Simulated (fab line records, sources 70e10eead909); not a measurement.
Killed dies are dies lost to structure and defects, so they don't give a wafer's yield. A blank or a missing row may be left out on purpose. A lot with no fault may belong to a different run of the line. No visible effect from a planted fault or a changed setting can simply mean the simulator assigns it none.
Matching of chambers / flow nand-harc / 4 sister chambers for NHARC_A_STAIRCASE_STRIP_476 on rie-diel-13
The step strips in O2, time 20 s. 8 wafers are shown with their chamber, then 7 later ones without.

== WAFERS, EACH WITH ITS CHAMBER ==
wafer=L079.2; chamber=1; showerhead-plenum-p-Torr (Torr)=3.77; drypump-motor-current-A (A)=5.2
wafer=L083.6; chamber=3; showerhead-plenum-p-Torr (Torr)=3.28; drypump-motor-current-A (A)=6.4
wafer=L087.6; chamber=1; showerhead-plenum-p-Torr (Torr)=3.76; drypump-motor-current-A (A)=5.1
wafer=L086.2; chamber=0; showerhead-plenum-p-Torr (Torr)=3.50; drypump-motor-current-A (A)=6.1
wafer=L086.3; chamber=3; showerhead-plenum-p-Torr (Torr)=3.27; drypump-motor-current-A (A)=6.4
wafer=L086.6; chamber=2; showerhead-plenum-p-Torr (Torr)=3.61; drypump-motor-current-A (A)=5.6
wafer=L090.1; chamber=2; showerhead-plenum-p-Torr (Torr)=3.60; drypump-motor-current-A (A)=5.6
wafer=L090.2; chamber=0; showerhead-plenum-p-Torr (Torr)=3.49; drypump-motor-current-A (A)=6.1

== WAFERS MISSING THEIR CHAMBER ==
wafer=L090.6; showerhead-plenum-p-Torr (Torr)=3.49; drypump-motor-current-A (A)=6.1
wafer=L092.1; showerhead-plenum-p-Torr (Torr)=3.75; drypump-motor-current-A (A)=5.2
wafer=L092.2; showerhead-plenum-p-Torr (Torr)=3.80; drypump-motor-current-A (A)=6.4
wafer=L092.6; showerhead-plenum-p-Torr (Torr)=3.80; drypump-motor-current-A (A)=6.4
wafer=L093.2; showerhead-plenum-p-Torr (Torr)=3.60; drypump-motor-current-A (A)=5.6
wafer=L093.3; showerhead-plenum-p-Torr (Torr)=3.80; drypump-motor-current-A (A)=6.4
wafer=L093.4; showerhead-plenum-p-Torr (Torr)=3.49; drypump-motor-current-A (A)=6.1

== EACH ONE'S CHAMBER ==
wafer=L090.6; from the rows above=0; in truth=0
wafer=L092.1; from the rows above=1; in truth=1
wafer=L092.2; from the rows above=can't be placed: 2 or 1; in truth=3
wafer=L092.6; from the rows above=can't be placed: 2 or 1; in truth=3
wafer=L093.2; from the rows above=2; in truth=2
wafer=L093.3; from the rows above=can't be placed: 2 or 1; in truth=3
wafer=L093.4; from the rows above=0; in truth=0
Placed correctly: 4 of 7. Unplaceable from these rows: 3, with the true chamber sitting among the candidates in 0. Placed wrongly: 0.
How it was worked out, from the rows above alone: a wafer's distance from a chamber is the root of the sum, over the readings, of the square of ((its reading less the chamber's mean) divided by the reading's scatter). The wafer belongs to the nearest chamber; if the next one is less than 2 further off, it can't be placed. Each chamber's mean is taken over the wafers shown for it. How the scatter is found: for the shown wafers, subtract from each reading the mean of its chamber, square and add these, divide the total by (wafers less chambers), then take the root.
